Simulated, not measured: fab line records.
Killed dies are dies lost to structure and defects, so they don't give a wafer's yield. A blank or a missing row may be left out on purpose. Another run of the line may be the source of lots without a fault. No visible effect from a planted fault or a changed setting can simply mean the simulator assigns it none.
What tool caused it? / flow n5Finfet / 28 wafers sampled from 10 lots at 1 step of a route of 1938

## WHAT THE GAUGES READ, wafer by wafer
N5_BEOL_M4_RC_MEAS_101.
lot=L583; measured=day 8 04:13; on=prober-01; DIBL_N (mV/V)=32.7 35.3
lot=L585; measured=day 9 08:10; on=prober-01; DIBL_N (mV/V)=33.3 34.5 34.5
lot=L593; measured=day 11 00:25; on=prober-02; DIBL_N (mV/V)=37.0 35.0 35.2
lot=L594; measured=day 11 02:11; on=prober-01; DIBL_N (mV/V)=37.0 36.2 37.1
lot=L595; measured=day 11 05:39; on=prober-01; DIBL_N (mV/V)=37.1 36.4 37.3
lot=L596; measured=day 12 11:51; on=prober-01; DIBL_N (mV/V)=39.2 36.6 36.7
lot=L598; measured=day 12 12:45; on=prober-02; DIBL_N (mV/V)=34.3 33.1 35.6
lot=L597; measured=day 12 13:32; on=prober-01; DIBL_N (mV/V)=35.6 36.2 33.8
lot=L603; measured=day 13 18:03; on=prober-01; DIBL_N (mV/V)=36.7 35.5
lot=L604; measured=day 13 21:29; on=prober-02; DIBL_N (mV/V)=36.5 35.6 36.0

## WHAT TOOL EACH LOT RAN ON (gives the tool, then ch and the chambers of the sampled wafers, and finally the start)
No process step before these readings appears in the record.

## THE ANSWER, worked out from the rows above alone
Rule: the lots themselves supply what counts as usual. Put in order of their means at a reading, lots are off if they are a third of the lots or fewer, leave a main group of 4 or more, and stand apart from it by a gap of 3 or more times the standard deviation of the main group's means; of several such gaps the widest counts. A main group is skipped when, at the precision printed for the reading in the tables above, its means are all equal. Also off: a lot with no number at a reading for which 4 or more lots have one. The other lots that the step has rows for count as sound.
None of the lots is off at any reading shown; this tells nothing.

## WHAT HAD BEEN PUT IN BY THE SIMULATOR
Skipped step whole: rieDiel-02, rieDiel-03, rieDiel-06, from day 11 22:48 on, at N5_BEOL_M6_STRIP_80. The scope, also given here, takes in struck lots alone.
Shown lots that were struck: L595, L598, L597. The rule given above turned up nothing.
